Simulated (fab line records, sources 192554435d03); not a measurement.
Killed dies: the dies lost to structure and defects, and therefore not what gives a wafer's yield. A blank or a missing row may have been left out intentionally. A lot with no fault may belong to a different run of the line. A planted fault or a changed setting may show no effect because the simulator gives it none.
Struck lot and sound lot, side by side    flow n5Finfet    37 out of 1938 route steps
Sound: wafers L597.2, L597.4, L597.5. Struck: wafer L601.2. (L601.4, L601.6 of the same lot were not struck and are left out.) The cause comes at the end.
For every step that has rows: the tool of each side, followed by ch and its chambers, followed by its first start. Under that, the readings that differ: sound wafers    struck wafers    difference of the means    sigmas: that difference in standard deviations of wafers without a fault.
alike: words and numbers the same on both sides, and readings whose means are apart by under 2 such deviations; not compared: readings that were withheld, readings missing a value for some wafer, numbers with overlapping values and no deviation given by the record, and bounds like >300 which may hide the same value.
A row with sigmas, a row that says differs or no value, or rows on one side alone: a step with any of these is where the two part. Numbers that don't overlap but have no deviation are shown without sigmas and don't part them. A reading missing from all wafers of one side parts the sides only when that side holds two or more wafers.

first, 9 steps without rows for these wafers: N5_BEOL_M11_ALD_74 (deposits TaN, target thk 2 nm, pulse time 2 s, purge time 3 s); N5_BEOL_M11_SURFACE_TREAT_76; N5_BEOL_M11_CVD_75 (deposits Co from CCTBA/H2, target thk 2 nm, time 138.9 s); N5_BEOL_M11_SPUTTER_48 (material Cu, target thk 12 nm, time 2 s); N5_BEOL_M11_ECD_50 (material Cu, target thk 318 nm); N5_BEOL_M11_ANNEAL_51 (time 90 s); N5_BEOL_M11_CMP_52 (polishes, stops on SiCOH lowk, t overpolish 7 s, target thk 140 nm); N5_BEOL_M11_PRE_CLEAN_55 (time 15 s); N5_BEOL_M11_DEP_56 (deposits SiCN from 3MS/NH3, target thk 30 nm, time 10.5 s).
N5_BEOL_M12_ILD_DEP_00: deposits SiOC from DEMS/O2, target thk 658.92 nm, time 130.7 s.
  sound on pecvd-02 ch 1,2, day 10 10:52; struck on pecvd-02 ch 0, day 11 18:36
  alike: heaterPowerW, showerheadPlenumPTorr, throttleValvePct
N5_BEOL_M12_THK_MEAS_01:
  sound on filmMetro-02, day 10 10:59; struck on filmMetro-02, day 11 18:44
reading           sound        struck  difference  sigmas
M12_ILD_THK (nm)  655 661 659  571     -87         -11
then, 24 steps without rows for these wafers: N5_BEOL_M12_COAT_58 (time 60 s, resist thk 89 nm); N5_BEOL_M12_COAT_04 (resist thk 400 nm); N5_BEOL_M12_EBR_06; N5_BEOL_M12_SOFTBAKE_05 (time 60 s); N5_BEOL_M12_EXPOSE_07 (exposes mask V11); N5_BEOL_M12_PEB_08 (peb time 90 s); N5_BEOL_M12_DEVELOP_09 (develop time 45 s); N5_BEOL_M12_HARDBAKE_14 (time 120 s); N5_BEOL_M12_DESCUM_15 (chemistry O2, time 7.9 s); N5_BEOL_M12_ETCH_59 (etches BARC in N2/H2, target depth 89 nm, overetch 26.7 nm, time 67.9 s); N5_BEOL_M12_VIA_ETCH_16 (etches SiOC in C4F8/O2/Ar, target depth 724.8 nm); N5_BEOL_M12_STRIP_63 (strips in N2/H2); N5_BEOL_M12_STRIP_64 (strips in N2/H2); N5_BEOL_M12_STRIP_71 (strips in post etch residue remover, time 60 s); N5_BEOL_M12_SRD_72 (time 30 s, dry time 30 s); N5_BEOL_M12_COAT_65 (time 60 s, resist thk 300 nm); N5_BEOL_M12_COAT_66 (time 60 s, resist thk 110 nm); N5_BEOL_M12_COAT_22 (resist thk 300 nm); N5_BEOL_M12_EBR_24; N5_BEOL_M12_SOFTBAKE_23 (time 60 s); N5_BEOL_M12_EXPOSE_25 (exposes mask M12); N5_BEOL_M12_PEB_26 (peb time 90 s); N5_BEOL_M12_DEVELOP_27 (develop time 45 s); N5_BEOL_M12_HARDBAKE_32 (time 120 s).
N5_BEOL_M12_OCD_MEAS_35:
  sound on ocd-01, day 10 14:05; struck on ocd-01, day 11 20:48
reading             sound        struck  difference  sigmas
trenchDepthNm (nm)  320 310 319  308     -8          -2
N5_PASSIVATION_PROBE_49:
  only the struck wafers here have rows in the record (prober-02, day 13 06:26); the sound ones have none

## WHERE THEY PART
First at N5_BEOL_M12_THK_MEAS_01; last, within this record, at N5_PASSIVATION_PROBE_49.

WHY: what the simulator had put in
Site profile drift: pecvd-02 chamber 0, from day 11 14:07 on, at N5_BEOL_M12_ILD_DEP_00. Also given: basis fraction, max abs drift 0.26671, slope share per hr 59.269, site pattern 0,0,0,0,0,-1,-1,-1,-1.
